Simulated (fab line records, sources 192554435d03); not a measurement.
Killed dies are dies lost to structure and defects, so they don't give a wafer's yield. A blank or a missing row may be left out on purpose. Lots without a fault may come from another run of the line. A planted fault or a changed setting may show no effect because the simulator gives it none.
Which tool did it? | flow n5_finfet | 8 lots, 22 wafers sampled, at 6 steps of a route of 1938

WHAT THE GAUGES READ, wafer by wafer
N5_GATE_CUT_THK_MEAS_24.
lot  | measured     | on            | GC_FILL_THK (nm)
L319 | day 4 19:46  | film_metro-02 | 217.3 221.2 217.6
L320 | day 5 02:21  | film_metro-01 | 216.7 219.7 222.1
L325 | day 6 08:41  | film_metro-01 | 306.9 215.7
L335 | day 8 20:49  | film_metro-01 | 222.8 220.4 222.2
L336 | day 9 02:11  | film_metro-02 | 218.8 222.3 219.3
L339 | day 9 19:15  | film_metro-01 | 219.5 219.0 220.0
L340 | day 10 08:37 | film_metro-02 | 211.8 222.4 217.2
L341 | day 10 15:07 | film_metro-01 | 218.7 213.5

WHICH TOOL RAN EACH LOT (tool, then ch and the chambers of the sampled wafers, then the start)
lot  | N5_GATE_CUT_SAC_CAP_01            | N5_GATE_CUT_HM_DEP_46          | N5_GATE_CUT_HM_OPEN_40             | N5_GATE_CUT_CUT_ETCH_55           | N5_GATE_CUT_VAPOR_ETCH_51
L319 | ald_sin-03 ch 0,1, day 4 14:04    | pecvd-03 ch 0,1,2, day 4 16:40 | rie_diel-01 ch 0,1, day 4 17:19    | rie_metal-03 ch 0,1, day 4 17:40  | rie_metal-03 ch 0,1, day 4 17:47
L320 | ald_sin-04 ch 0,1, day 4 19:26    | pecvd-03 ch 1,2, day 4 22:02   | rie_diel-01 ch 0,2, day 4 22:47    | rie_metal-03 ch 1, day 4 23:08    | rie_metal-03 ch 1, day 4 23:16
L325 | ald_sin-04 ch 2,3, day 6 02:56    | pecvd-03 ch 0,2, day 6 05:32   | rie_diel-01 ch 0,1, day 6 06:13    | rie_metal-01 ch 0, day 6 06:34    | rie_metal-01 ch 0, day 6 06:41
L335 | ald_sin-04 ch 0,1,3, day 8 14:59  | pecvd-01 ch 0,1, day 8 17:38   | rie_diel-02 ch 0,1,2, day 8 18:15  | rie_metal-02 ch 0,1, day 8 18:36  | rie_metal-02 ch 0,1, day 8 18:43
L336 | ald_sin-01 ch 0,1,3, day 8 20:29  | pecvd-01 ch 1,2, day 8 23:05   | rie_diel-01 ch 0,2,3, day 8 23:42  | rie_metal-01 ch 0,1, day 9 00:03  | rie_metal-01 ch 0,1, day 9 00:10
L339 | ald_sin-04 ch 0,2,3, day 9 13:04  | pecvd-03 ch 0,2, day 9 15:42   | rie_diel-01 ch 2,3, day 9 16:47    | rie_metal-02 ch 0,1, day 9 17:08  | rie_metal-02 ch 0,1, day 9 17:16
L340 | ald_sin-01 ch 1,2,3, day 10 02:37 | pecvd-03 ch 0,1, day 10 05:14  | rie_diel-01 ch 0,1,2, day 10 06:07 | rie_metal-02 ch 0,1, day 10 06:28 | rie_metal-02 ch 0,1, day 10 06:35
L341 | ald_sin-01 ch 0,1, day 10 10:20   | pecvd-03 ch 0,1, day 10 11:55  | rie_diel-02 ch 0,3, day 10 12:41   | rie_metal-01 ch 0,1, day 10 13:01 | rie_metal-01 ch 0,1, day 10 13:08
- N5_GATE_CUT_SAC_CAP_01: material SiNx, target thk 24 nm, pulse time 1 s, ald cycles 480.
- N5_GATE_CUT_HM_DEP_46: deposits SiO2 from TEOS/O2, target thk 130 nm, time 26.6 s.
- N5_GATE_CUT_HM_OPEN_40: chemistry C4F6/O2, target SiO2, target depth 139 nm, time 85.1 s.
- N5_GATE_CUT_CUT_ETCH_55: etches HfO2 in BCl3, target depth 3.2 nm.
- N5_GATE_CUT_VAPOR_ETCH_51: etches HfO2 in BCl3/Cl2.

THE ANSWER, worked out from the rows above alone
Rule: what is usual is taken from the lots themselves. Put in order of their means at a reading, lots are off if they are a third of the lots or fewer, leave a main group of 4 or more, and stand apart from it by a gap of 3 or more times the standard deviation of the main group's means; of several such gaps the widest counts. A main group whose means are all the same, to the digits that the tables above print for the reading, isn't used. A lot without any number at a reading at which 4 lots or more have one is off too. The other lots that the step has rows for count as sound.
Off: L325, at N5_GATE_CUT_THK_MEAS_24 (GC_FILL_THK). The main group: mean 219.0 nm, standard deviation 1.8.
A tool fits if, at a process step before that reading, it ran every lot that is off, and no sound lot after the first of them. The gauges at N5_GATE_CUT_THK_MEAS_24 are tried like those tools. None of those tried fits.

WHAT THE SIMULATOR HAD PUT IN
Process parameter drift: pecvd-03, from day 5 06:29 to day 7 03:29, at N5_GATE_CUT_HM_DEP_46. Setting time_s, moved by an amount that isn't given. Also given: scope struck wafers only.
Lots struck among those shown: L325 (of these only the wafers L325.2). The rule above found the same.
